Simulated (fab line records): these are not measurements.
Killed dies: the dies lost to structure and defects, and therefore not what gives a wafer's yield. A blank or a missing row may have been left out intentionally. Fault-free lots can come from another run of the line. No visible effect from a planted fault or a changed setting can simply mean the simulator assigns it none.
Struck lot and sound lot, side by side -- flow n5-finfet -- 41 out of 1938 route steps
Sound: these wafers, L710.1, L710.2, L710.4. Struck: wafers L702.1, L702.5, L702.6. The cause is named last.
At each step with rows: each side's tool, then ch and its chambers, then its first start. Under that, the readings that differ: sound wafers -- struck wafers -- difference of the means -- sigmas: that difference in standard deviations of wafers without a fault.
alike: words and numbers the same on both sides, and readings whose means are apart by under 2 such deviations; not compared: readings that were withheld, readings missing a value for some wafer, numbers with overlapping values and no deviation given by the record, and bounds like >300 which may hide the same value.
Wherever a step has rows on one side only, a row that says differs or no value, or a row with sigmas, the two part there. Numbers that have no deviation but don't overlap get no sigmas and don't part them. A reading missing from all wafers of one side parts the sides only when that side holds two or more wafers.

first, 10 steps without rows for these wafers: N5_DUMMY_GATE_ETCH_44 (etches poly-Si in HBr/O2, stops on SiO2, target depth 127.5 nm); N5_DUMMY_GATE_ETCH_42 (etches SiO2 in CHF3/O2, target depth 3.5 nm, time 31 s); N5_DUMMY_GATE_STRIP_48 (strips in N2/H2, time 20 s); N5_DUMMY_GATE_PRECLEAN_33 (cleans in dHF, time 10 s); N5_DUMMY_GATE_PRECLEAN_25 (cleans in O3/DIW, time 45 s); N5_DUMMY_GATE_PRECLEAN_51 (cleans in SC2, time 45 s); N5_DUMMY_GATE_SRD_26 (time 30 s); N5_DUMMY_GATE_UV_OZONE_45 (time 120 s); N5_SPACER0_ALD_07 (deposits SiNx, target thk 2 nm); N5_SPACER0_ALD_00 (deposits SiOCN, target thk 3.5 nm, pulse time 3 s, purge time 2 s).
N5_SPACER0_ALD_08: deposits SiNx, target thk 2 nm.
  sound on ald-sin-01 ch 1,2,3, day 7 20:50; struck on ald-sin-02 ch 0,3, day 5 21:45
  alike: heater-power-w
N5_SPACER0_INSPECT_04: inspects for defects (darkfield).
  sound: defect-inspect-01 at day 7 20:59; struck: defect-inspect-02 at day 5 21:55
reading,sound,struck,difference,sigmas
raw-defect-count,124 157 126,476 460 401,+310,+8
then, 8 steps without rows for these wafers: N5_SD_EPI_N_COAT_32 (time 60 s, resist thk 350 nm); N5_SD_EPI_N_COAT_33 (time 60 s, resist thk 35 nm); N5_SD_EPI_N_COAT_03 (resist thk 150 nm); N5_SD_EPI_N_EBR_05; N5_SD_EPI_N_SOFTBAKE_04 (time 60 s); N5_SD_EPI_N_EXPOSE_06 (exposes mask SD N BLK, target cd 120 nm); N5_SD_EPI_N_PEB_07 (peb time 60 s); N5_SD_EPI_N_DEVELOP_08 (develop time 30 s).
N5_SD_EPI_N_INSPECT_11: inspects for defects (macro).
  sound: defect-inspect-01 at day 7 21:19; struck: defect-inspect-02 at day 5 22:14
reading,sound,struck,difference,sigmas
raw-defect-count,4 2 2,>300 292 >300,differs,
then, 16 steps without rows for these wafers: N5_SD_EPI_N_DESCUM_14 (chemistry O2, time 7.9 s); N5_SD_EPI_N_ETCH_34 (etches SiARC in CF4, target depth 45.5 nm, time 75.8 s); N5_SD_EPI_N_ETCH_35 (etches SOC in N2/H2, overetch 108 nm, time 486 s); N5_SD_EPI_N_STRIP_36 (strips in N2/H2); N5_SD_EPI_N_ETCHBACK_44 (etches SiNx in CH3F/O2, stops on SiO2, target depth 14.5 nm); N5_SD_EPI_N_ETCH_45 (etches SiOCN in CH3F/O2, target depth 6 nm); N5_SD_EPI_N_ETCH_16 (etches SiO2 in CHF3/O2, target depth 5 nm); N5_SD_EPI_N_STRIP_47 (strips in CHF3/O2); N5_SD_EPI_N_SD_RECESS_17 (chemistry HBr/Cl2/O2, target depth 41 nm, time 23.7 s, bt time 3 s); N5_SD_EPI_N_STRIP_38 (strips in N2/H2); N5_SD_EPI_N_WET_ETCH_43 (etches SiO2 in dHF, time 14 s, target depth 1.5 nm); N5_SD_EPI_N_STRIP_18 (strips in SPM, time 750 s); N5_SD_EPI_N_SRD_20 (time 30 s); N5_SD_EPI_N_PRECLEAN_48 (cleans in NF3:NH3, afs cycles 2, time 20 s, sublimation time 60 s); N5_SD_EPI_N_VAPOR_ETCH_50 (etches Si in HCl, time 54 s); N5_SD_EPI_N_EPI_21 (deposits Si:P, time 690 s).
N5_SD_EPI_N_INSPECT_26: inspects for defects (darkfield).
  sound: defect-inspect-01 at day 8 02:03; struck: defect-inspect-02 at day 6 02:59
reading,sound,struck,difference,sigmas
raw-defect-count,184 234 184,599 585 497,+360,+8
N5_SD_EPI_P_INSPECT_26: inspects for defects (darkfield).
  sound: defect-inspect-01 at day 8 07:05; struck: defect-inspect-02 at day 6 09:02
reading,sound,struck,difference,sigmas
raw-defect-count,134 158 124,493 527 549,+384,+8
-- here the record skips 5 days between the struck wafers' starts before and after, leaving off in module SD_EPI_P and picking up in module BEOL_M4 (first step shown: number 1111 of the route) --
N5_BEOL_M4_RC_MEAS_101:
  sound on prober-01 ch 0, day 12 20:08; struck on prober-01 ch 0, day 11 06:03
reading,sound,struck,difference,sigmas
ION_P (uA/um),446 460 449,464 470 466,+15,+2
  alike: DIBL_N, DIBL_P, IOFF_N, IOFF_P, ION_N, SS_N, SS_P, VT_N, VT_P
-- here the record skips 4 days between the struck wafers' starts before and after, leaving off in module BEOL_M4 and picking up in module PASSIVATION (first step shown: number 1936 of the route) --
N5_PASSIVATION_PROBE_49:
  only the struck wafers here have rows in the record (prober-02, day 15 16:02); the sound ones have none

== WHERE THEY PART ==
At N5_SPACER0_INSPECT_04 first; at N5_PASSIVATION_PROBE_49 last (within this record only).

WHY: the cause the simulator had injected
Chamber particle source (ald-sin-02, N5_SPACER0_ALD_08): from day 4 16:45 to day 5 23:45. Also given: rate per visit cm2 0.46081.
